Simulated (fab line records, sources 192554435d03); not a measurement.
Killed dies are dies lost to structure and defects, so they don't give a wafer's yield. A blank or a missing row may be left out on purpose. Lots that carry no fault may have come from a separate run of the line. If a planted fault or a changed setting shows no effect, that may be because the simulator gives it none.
Code-filled problem report in 8D (eight disciplines) form :: flow n5 finfet :: the parts of the form that need people (team, actions taken, sign-off) are left out

== 1. WHAT IS WRONG ==
Wafers without a fault read 26.3 s, standard deviation 0.75; etch rf on time s at N5_BEOL_M4_ETCH_69 reads a mean of 31.7 s on 3 wafers belonging to 2 lots. That puts it +7.2 standard deviations away from the usual mean.
The step: etches SiARC in CF4, target depth 15.6 nm, time 26 s.
First seen on wafer L691.2, day 12 20:52, on rie diel-04. At this step, 24 wafers from 8 lots have a number in the record. Rule for "out", or "out of limits": more than 4 standard deviations from the usual mean. The other wafers with a number count as sound.

== 2. WHAT IT IS AND WHAT IT IS NOT ==
question: which readings at this step
is: etch rf on time s
is not: cf4 flow sccm, drypump motor current A, oes product au, rf vpp V, showerhead plenum p Torr, throttle valve pct

question: which lots
is: L691, L694
is not: L681, L686, L687, L696, L697, L698

question: which wafers of those lots
is: L691.2, L691.5, L694.5
is not: L691.3, L694.2, L694.4

question: read on which tools
is: rie diel-04
is not: rie diel-01, rie diel-05

question: when
is: from day 12 20:52
is not: up to then (10 sound wafers); but 11 sound wafers of L694, L696, L697, L698 came after

== 3. WHAT RULES OUT EACH SUSPECT ==
Counting: any tool at a process step up to the reading remains a suspect provided it ran every lot that is out. Sound lots after the first of them don't rule it out here, since some wafers of a struck lot are sound.
- rie diel-05 at N5_BEOL_M4_DESCUM_16 (chemistry O2, time 7 s): kept. Every lot that is out went through it, the first being L691 (day 12 19:51); the last sound lot it ran before that was L686 (day 11 11:16).
- rie diel-05 at N5_BEOL_M4_STRIP_66 (strips in CF4): kept. Every lot that is out went through it, the first being L691 (day 12 20:04); the last sound lot it ran before that was L686 (day 11 11:28).
- rie diel-04 at N5_BEOL_M4_ETCH_69 (etches SiARC in CF4, target depth 15.6 nm, time 26 s): kept. Every lot that is out went through it, the first being L691 (day 12 20:52); the last sound lot it ran before that was L687 (day 11 06:28). Its own etch rf on time s readings are out on those wafers.
- rie diel-04, N5_BEOL_M4_ETCH_69: wafers that are out in chamber 0, sound lot-mates in chambers 1, 2.
Left after counting: rie diel-05 at N5_BEOL_M4_DESCUM_16, rie diel-05 at N5_BEOL_M4_STRIP_66, rie diel-04 at N5_BEOL_M4_ETCH_69.

== 4. THE CAUSE (what the simulator had put in) ==
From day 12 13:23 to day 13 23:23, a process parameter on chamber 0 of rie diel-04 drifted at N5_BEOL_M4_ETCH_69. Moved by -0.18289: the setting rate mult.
Counting leaves 3 suspects; this tool is one of them.

== 5. THE EFFECT CHAIN, in route order ==
One row per reading whose mean, taken over the struck wafers that have a number, lies over 3 standard deviations from the usual. Readings are gone through only where the record gives a usual standard deviation; hours: the median, over the lots, of the time from a lot's start at the first step in this table giving one to that lot's start at this step; sigmas: the change measured in usual standard deviations.
hours: 0
step: N5_BEOL_M4_ETCH_69
reading: etch rf on time s
usual: 26.3 s
on struck wafers: 31.7
change: +5.4
sigmas: +7.2
Here are the process steps it includes:
- N5_BEOL_M4_ETCH_69: etches SiARC in CF4, target depth 15.6 nm, time 26 s.
At these later measuring or inspecting steps, every struck wafer for which the step has a row has a number for every such reading, and none has moved that far: N5_BEOL_M4_RC_MEAS_101.

== 6. HOW IT WOULD HAVE BEEN CAUGHT EARLIER ==
7 hours passed between the start of the fault at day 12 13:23 and the first reading out of limits in this record, taken at day 12 20:52.
